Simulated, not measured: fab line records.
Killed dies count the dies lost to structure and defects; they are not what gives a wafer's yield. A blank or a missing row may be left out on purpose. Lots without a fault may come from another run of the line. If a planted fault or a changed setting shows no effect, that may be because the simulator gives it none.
Chamber matching -- flow n5_finfet -- 4 sister chambers for N5_DUMMY_GATE_ETCH_29 on rie_diel-06
The step etches underlayer in N2/H2, target depth 13 nm. 16 wafers are shown with their chamber, then 8 later ones without.

WAFERS, EACH WITH ITS CHAMBER
wafer,chamber,showerhead_plenum_p_Torr (Torr),throttle_valve_pct (%),oes_product_au (a.u.)
L076.1,0,2.64,17.75,0.72
L076.2,1,2.63,17.61,0.72
L076.3,2,2.47,17.92,0.81
L081.1,3,2.42,17.76,0.77
L081.3,0,2.64,17.76,0.71
L081.6,3,2.42,17.78,0.77
L083.2,1,2.63,17.61,0.71
L083.3,2,2.46,17.93,0.79
L083.6,3,2.41,17.76,0.76
L084.3,3,2.41,17.76,0.76
L084.5,0,2.64,17.78,0.72
L084.6,3,2.41,17.75,0.75
L085.1,2,2.46,17.95,0.80
L085.2,0,2.64,17.80,0.71
L085.6,2,2.46,17.95,0.80
L089.2,1,2.62,17.64,0.71

SIGNATURES (means of the wafers above)
reading,chamber 0,chamber 1,chamber 2,chamber 3,scatter within a chamber
showerhead_plenum_p_Torr,2.6400,2.6267,2.4625,2.4140,0.00467
throttle_valve_pct,17.7725,17.6200,17.9375,17.7620,0.0164
oes_product_au,0.7150,0.7133,0.8000,0.7620,0.00734
Rule: for a wafer and a chamber, the distance is found by dividing, reading by reading, the gap between the wafer's reading and the chamber's mean by the reading's scatter, squaring, summing and taking the root. The wafer belongs to the nearest chamber; if the next one is less than 2 further off, it can't be placed. The scatter is the square root of a quotient: the sum, over the shown wafers, of each reading's squared deviation from its chamber's mean, divided by wafers minus chambers.

WAFERS WHOSE CHAMBER IS MISSING
wafer,showerhead_plenum_p_Torr (Torr),throttle_valve_pct (%),oes_product_au (a.u.)
L089.5,2.62,17.65,0.71
L089.6,2.46,17.95,0.79
L090.4,2.62,17.65,0.71
L090.5,2.62,17.64,0.70
L090.6,2.45,17.96,0.79
L092.1,2.62,17.68,0.71
L092.2,2.63,17.81,0.71
L092.5,2.62,17.66,0.70

THE CHAMBER EACH PASSED THROUGH
wafer,from the rows above,in truth
L089.5,1,1
L089.6,2,2
L090.4,1,1
L090.5,1,1
L090.6,2,2
L092.1,1,1
L092.2,0,0
L092.5,1,1
Correctly placed: 8 of 8. Left unplaced by these rows: 0. Placed wrongly: 0.
